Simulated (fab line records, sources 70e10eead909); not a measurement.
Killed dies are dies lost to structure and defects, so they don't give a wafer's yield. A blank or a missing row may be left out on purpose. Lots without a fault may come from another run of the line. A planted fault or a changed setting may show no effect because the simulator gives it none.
Which tool did it? | flow nand_harc | 11 lots, 33 wafers sampled, at 7 steps of a route of 1159

WHAT THE GAUGES READ, wafer by wafer
NHARC_P_M1_CD_MEAS_09: target cd 130 nm.
lot  | measured     | on        | cd_nm (nm)
L736 | day 5 18:58  | cd_sem-02 | 129.9 130.1 130.0
L737 | day 6 11:26  | cd_sem-02 | 130.1 130.1 129.8
L738 | day 6 14:24  | cd_sem-01 | 130.2 129.2 129.9
L739 | day 6 19:01  | cd_sem-01 | 130.3 130.3 130.2
L742 | day 6 21:36  | cd_sem-03 | 130.2 129.7 129.6
L740 | day 7 02:17  | cd_sem-02 | 130.0 129.6 129.9
L752 | day 10 03:02 | cd_sem-02 | 129.7 129.7 130.6
L757 | day 11 02:54 | cd_sem-01 | 130.6 130.3 130.4
L755 | day 11 09:14 | cd_sem-02 | 130.2 130.5 130.6
L758 | day 11 10:10 | cd_sem-03 | 129.9 129.6 129.3
L759 | day 11 19:23 | cd_sem-01 | 129.9 129.8 129.5

NHARC_P_M1_INSPECT_27.
lot  | measured     | on                | raw_defect_count
L736 | day 5 21:44  | defect_inspect-01 | 308 453 447
L737 | day 6 14:12  | defect_inspect-02 | 324 334 286
L738 | day 6 17:39  | defect_inspect-02 | 330 241 464
L739 | day 6 21:49  | defect_inspect-01 | 404 542 358
L742 | day 7 00:35  | defect_inspect-02 | 220 258 278
L740 | day 7 05:04  | defect_inspect-01 | 343 329 393
L752 | day 10 05:47 | defect_inspect-01 | 164 1334 300
L757 | day 11 05:40 | defect_inspect-01 | 699 330 304
L755 | day 11 12:04 | defect_inspect-01 | 352 352 369
L758 | day 11 12:56 | defect_inspect-02 | 440 205 335
L759 | day 11 22:11 | defect_inspect-02 | 201 347 274

NHARC_P_M2_INSPECT_11.
lot  | measured     | on                | raw_defect_count
L736 | day 5 23:08  | defect_inspect-02 | 2 3 4
L737 | day 6 15:43  | defect_inspect-01 | 0 5 6
L738 | day 6 19:14  | defect_inspect-01 | 2 8 9
L739 | day 6 23:28  | defect_inspect-01 | 10 4 3
L742 | day 7 02:07  | defect_inspect-02 | 5 2 2
L740 | day 7 06:39  | defect_inspect-01 | 5 6 4
L752 | day 10 07:34 | defect_inspect-01 | 6 1170 4
L757 | day 11 07:04 | defect_inspect-01 | 7 4 3
L755 | day 11 13:35 | defect_inspect-01 | 2 1 2
L758 | day 11 14:24 | defect_inspect-01 | 5 4 3
L759 | day 11 23:43 | defect_inspect-01 | 5 4 4

NHARC_END_SORT_01.
lot  | measured     | on        | defect_limited_yield (%) | killed_at_array | killed_at_other | killed_at_periphery | killed_dies | killed_open | killed_short | sort_bin_2_pct (%) | sort_bin_3_pct (%) | sort_bin_4_pct (%) | sort_n_pass | sort_rim_yield_pct (%) | sort_yield_pct (%)
L752 | day 23 08:17 | prober-02 | 91.3 17.7 93.1           | 53 16 42        | 2 2 1           | 4 539 4             | 59 557 47   | 3 1 4       | 2 2 3        | 2.7 36.6 2.7       | 0.30 6.06 0.44     | 5.8 39.6 3.8       | 618 120 630 | 96.2 18.9 93.4         | 91.3 17.7 93.1

WHICH TOOL RAN EACH LOT (tool, then ch and the chambers of the sampled wafers, then the start)
lot  | NHARC_P_M0_STRIP_18                | NHARC_P_M0_ANNEAL_30             | NHARC_P_M1_CMP_23
L736 | rie_diel-04 ch 0,3, day 5 15:15    | rtp_anneal-01 ch 0, day 5 16:41  | cmp-01 ch 0,2,3, day 5 21:19
L737 | rie_diel-05 ch 0,2,3, day 6 07:55  | rtp_anneal-02 ch 0, day 6 09:13  | cmp-02 ch 1,2,3, day 6 13:43
L738 | rie_diel-04 ch 2,3, day 6 09:49    | rtp_anneal-02 ch 0, day 6 11:25  | cmp-03 ch 0,1,2, day 6 17:13
L739 | rie_diel-05 ch 1,2,3, day 6 15:32  | rtp_anneal-02 ch 0, day 6 16:48  | cmp-02 ch 1,2,3, day 6 21:22
L742 | rie_diel-04 ch 2,3, day 6 18:06    | rtp_anneal-02 ch 0, day 6 19:26  | cmp-03 ch 0,2, day 7 00:09
L740 | rie_diel-08 ch 1,2,3, day 6 22:23  | rtp_anneal-02 ch 0, day 6 23:58  | cmp-03 ch 0,2,3, day 7 04:35
L752 | rie_diel-05 ch 0,2, day 9 23:26    | rtp_anneal-01 ch 0, day 10 00:43 | cmp-02 ch 1,2, day 10 05:20
L757 | rie_diel-04 ch 1,2,3, day 10 23:23 | rtp_anneal-02 ch 0, day 11 00:40 | cmp-01 ch 0,2,3, day 11 05:11
L755 | rie_diel-08 ch 0,1,3, day 11 05:35 | rtp_anneal-02 ch 0, day 11 06:53 | cmp-01 ch 0,1,3, day 11 11:33
L758 | rie_diel-04 ch 2,3, day 11 06:10   | rtp_anneal-02 ch 0, day 11 07:36 | cmp-01 ch 0,1, day 11 12:29
L759 | rie_diel-08 ch 1,2, day 11 15:37   | rtp_anneal-01 ch 0, day 11 17:02 | cmp-01 ch 2,3, day 11 21:42
- NHARC_P_M0_STRIP_18: strips in N2/H2.
- NHARC_P_M0_ANNEAL_30: time 90 s.
- NHARC_P_M1_CMP_23: polishes, t overpolish 20 s, target thk 157.82 nm.

WHAT THE TOOLS THEMSELVES READ (means of the sampled wafers that have a number; where no wafer has one, the mark that the record gives instead)
NHARC_P_M0_STRIP_18.
lot  | tool        | drypump_motor_current_A (A) | n2_flow_sccm (sccm) | oes_product_au (a.u.) | rf_vpp_V (V) | showerhead_plenum_p_Torr (Torr) | throttle_valve_pct (%)
L736 | rie_diel-04 | 6.2                         | 150.7               | 1.005                 | 91.1         | 2.05                            | 14.178
L737 | rie_diel-05 | 5.9                         | 150.0               | 1.002                 | 90.7         | 2.04                            | 14.168
L738 | rie_diel-04 | 5.7                         | 149.8               | 1.002                 | 91.2         | 2.06                            | 14.172
L739 | rie_diel-05 | 5.8                         | 150.3               | 1.005                 | 89.9         | 2.00                            | 14.168
L742 | rie_diel-04 | 5.7                         | 149.8               | 1.000                 | 90.7         | 2.06                            | 14.175
L740 | rie_diel-08 | 5.8                         | 150.0               | 0.997                 | 90.7         | 2.07                            | 14.171
L752 | rie_diel-05 | 5.7                         | 149.8               | 1.001                 | 90.8         | 2.04                            | 14.177
L757 | rie_diel-04 | 5.6                         | 149.9               | 0.996                 | 91.0         | 2.06                            | 14.164
L755 | rie_diel-08 | 5.8                         | 150.1               | 1.006                 | 91.6         | 2.01                            | 14.173
L758 | rie_diel-04 | 5.7                         | 150.0               | 1.001                 | 90.7         | 2.06                            | 14.177
L759 | rie_diel-08 | 5.9                         | 150.2               | 1.002                 | 90.8         | 2.10                            | 14.174

NHARC_P_M0_ANNEAL_30.
lot  | tool          | wafer_temp_C_max
L736 | rtp_anneal-01 | 226.01
L737 | rtp_anneal-02 | 226.09
L738 | rtp_anneal-02 | 226.15
L739 | rtp_anneal-02 | 226.32
L742 | rtp_anneal-02 | 226.45
L740 | rtp_anneal-02 | 226.03
L752 | rtp_anneal-01 | 226.42
L757 | rtp_anneal-02 | 226.14
L755 | rtp_anneal-02 | 226.32
L758 | rtp_anneal-02 | 226.12
L759 | rtp_anneal-01 | 226.00

NHARC_P_M1_CMP_23.
lot  | tool   | motor_current_A (A) | time_to_endpoint_s (s)
L736 | cmp-01 | 12.2                | 27.1
L737 | cmp-02 | 11.6                | 31.3
L738 | cmp-03 | 12.8                | 28.3
L739 | cmp-02 | 12.2                | 29.1
L742 | cmp-03 | 13.8                | 30.8
L740 | cmp-03 | 13.0                | 29.1
L752 | cmp-02 | 13.2                | 28.7
L757 | cmp-01 | 11.9                | 31.0
L755 | cmp-01 | 11.7                | 30.9
L758 | cmp-01 | 12.4                | 27.7
L759 | cmp-01 | 11.6                | 29.6

THE ANSWER, worked out from the rows above alone
Rule: what is usual is taken from the lots themselves. Put in order of their means at a reading, lots are off if they are a third of the lots or fewer, leave a main group of 4 or more, and stand apart from it by a gap of 3 or more times the standard deviation of the main group's means; of several such gaps the widest counts. A main group whose means are all the same, to the digits that the tables above print for the reading, isn't used. A lot without any number at a reading at which 4 lots or more have one is off too. The other lots that the step has rows for count as sound. The gauges are gone through in route order, then the tools' own readings, and for those a lot's mean is taken as printed above. The first step at which some lot is off is used, and at that step the reading that is off furthest; a lot without a number counts as furthest.
Off: L752, at NHARC_P_M2_INSPECT_11 (raw_defect_count). The main group: mean 4.1, standard deviation 1.3.
A tool fits if, at a process step before that reading, it ran every lot that is off, and no sound lot after the first of them. The gauges at NHARC_P_M2_INSPECT_11 are tried like those tools. Can't be told from this: 2 tools fit, rie_diel-05 at NHARC_P_M0_STRIP_18, cmp-02 at NHARC_P_M1_CMP_23.

WHAT THE SIMULATOR HAD PUT IN
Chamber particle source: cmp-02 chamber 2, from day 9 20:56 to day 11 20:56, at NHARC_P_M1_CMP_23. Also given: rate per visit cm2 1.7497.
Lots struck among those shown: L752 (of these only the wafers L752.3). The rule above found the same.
